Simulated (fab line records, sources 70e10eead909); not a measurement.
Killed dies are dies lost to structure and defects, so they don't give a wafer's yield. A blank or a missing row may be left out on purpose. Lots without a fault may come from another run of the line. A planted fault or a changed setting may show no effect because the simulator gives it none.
Chamber matching | flow nand_harc | NHARC_P_CONTACT_STRIP_28 on rie_diel-13: 4 sister chambers
The step strips in O2. 8 wafers are shown with their chamber, then 8 later ones without.

WAFERS WITH THEIR CHAMBER
wafer  | chamber | showerhead_plenum_p_Torr (Torr) | drypump_motor_current_A (A)
L328.5 | 3       | 3.62                            | 5.62
L330.5 | 2       | 3.67                            | 6.08
L332.2 | 0       | 3.74                            | 5.82
L332.3 | 1       | 3.37                            | 6.01
L332.4 | 3       | 3.61                            | 5.61
L338.1 | 2       | 3.66                            | 6.09
L338.3 | 0       | 3.73                            | 5.86
L338.4 | 1       | 3.37                            | 6.01

WAFERS WITHOUT THEIR CHAMBER
wafer  | showerhead_plenum_p_Torr (Torr) | drypump_motor_current_A (A)
L340.1 | 3.37                            | 6.00
L340.4 | 3.61                            | 5.62
L340.6 | 3.73                            | 5.85
L342.1 | 3.66                            | 6.07
L342.4 | 3.37                            | 5.99
L343.1 | 3.73                            | 5.81
L343.3 | 3.37                            | 6.02
L343.4 | 3.66                            | 6.06

WHICH CHAMBER EACH WENT THROUGH
wafer  | from the rows above | in truth
L340.1 | 1                   | 1
L340.4 | 3                   | 3
L340.6 | 0                   | 0
L342.1 | 2                   | 2
L342.4 | 1                   | 1
L343.1 | 0                   | 0
L343.3 | 1                   | 1
L343.4 | 2                   | 2
Placed correctly: 8 of 8. Can't be placed from these rows: 0. Placed wrongly: 0.
How it was worked out, from the rows above alone: a wafer's distance from a chamber is the root of the sum, over the readings, of the square of ((its reading less the chamber's mean) divided by the reading's scatter). The wafer belongs to the nearest chamber; if the next one is less than 2 further off, it can't be placed. A chamber's mean is the mean of its shown wafers. The scatter: the root of (the sum of the squares of (reading less its chamber's mean) over the shown wafers, divided by (wafers less chambers)).
